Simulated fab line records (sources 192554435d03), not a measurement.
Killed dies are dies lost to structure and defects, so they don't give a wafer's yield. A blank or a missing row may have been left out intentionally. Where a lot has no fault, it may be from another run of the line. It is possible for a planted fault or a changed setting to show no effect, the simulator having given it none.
Chamber matching ; flow n5 finfet ; 4 sister chambers for N5_BEOL_M3_DESCUM_33 on rie diel-01
The step chemistry O2, time 7 s. 18 wafers are shown with their chamber, then 9 later ones without.

WAFERS, EACH WITH ITS CHAMBER
wafer;chamber;throttle valve pct (%);drypump motor current A (A);showerhead plenum p Torr (Torr)
L076.1;2;20.55;5.4;2.09
L076.4;0;20.41;5.3;2.22
L076.6;2;20.55;5.4;2.09
L075.1;3;20.31;5.7;2.16
L075.3;0;20.42;5.3;2.22
L075.6;2;20.54;5.4;2.09
L077.2;3;20.30;5.7;2.15
L077.3;1;19.85;5.9;2.06
L077.5;1;19.86;6.0;2.06
L082.1;0;20.44;5.3;2.22
L082.2;2;20.58;5.4;2.08
L082.5;0;20.44;5.3;2.22
L083.2;0;20.44;5.3;2.22
L083.3;3;20.32;5.7;2.15
L083.4;1;19.87;6.0;2.06
L084.1;0;20.45;5.3;2.21
L084.2;1;19.85;5.9;2.06
L084.3;3;20.32;5.7;2.15

SIGNATURES (means of the wafers above)
reading;chamber 0;chamber 1;chamber 2;chamber 3;scatter within a chamber
throttle valve pct;20.4333;19.8575;20.5550;20.3125;0.0136
drypump motor current A;5.300;5.950;5.400;5.700;0.0267
showerhead plenum p Torr;2.2183;2.0600;2.0875;2.1525;0.00408
Rule: distance of a wafer from a chamber = root of the sum over the readings of ((wafer's reading minus chamber's mean) / reading's scatter) squared. If the next closest chamber is less than 2 further off than the closest, the wafer can't be placed; otherwise it belongs to the closest. The scatter is the square root of a quotient: the sum, over the shown wafers, of each reading's squared deviation from its chamber's mean, divided by wafers minus chambers.

WAFERS WHOSE CHAMBER IS MISSING
wafer;throttle valve pct (%);drypump motor current A (A);showerhead plenum p Torr (Torr)
L088.2;20.46;5.3;2.21
L088.3;20.58;5.4;2.08
L088.5;19.88;6.0;2.05
L091.1;20.34;5.7;2.15
L091.2;20.60;5.4;2.08
L091.6;20.59;5.4;2.08
L097.1;20.61;5.4;2.07
L097.2;20.34;5.7;2.14
L097.5;20.36;5.7;2.14

EACH ONE'S CHAMBER
wafer;from the rows above;in truth
L088.2;0;0
L088.3;2;2
L088.5;1;1
L091.1;3;3
L091.2;2;2
L091.6;2;2
L097.1;2;2
L097.2;3;3
L097.5;3;3
9 of 9 placed correctly. Can't be placed from these rows: 0. Number placed wrongly: 0.
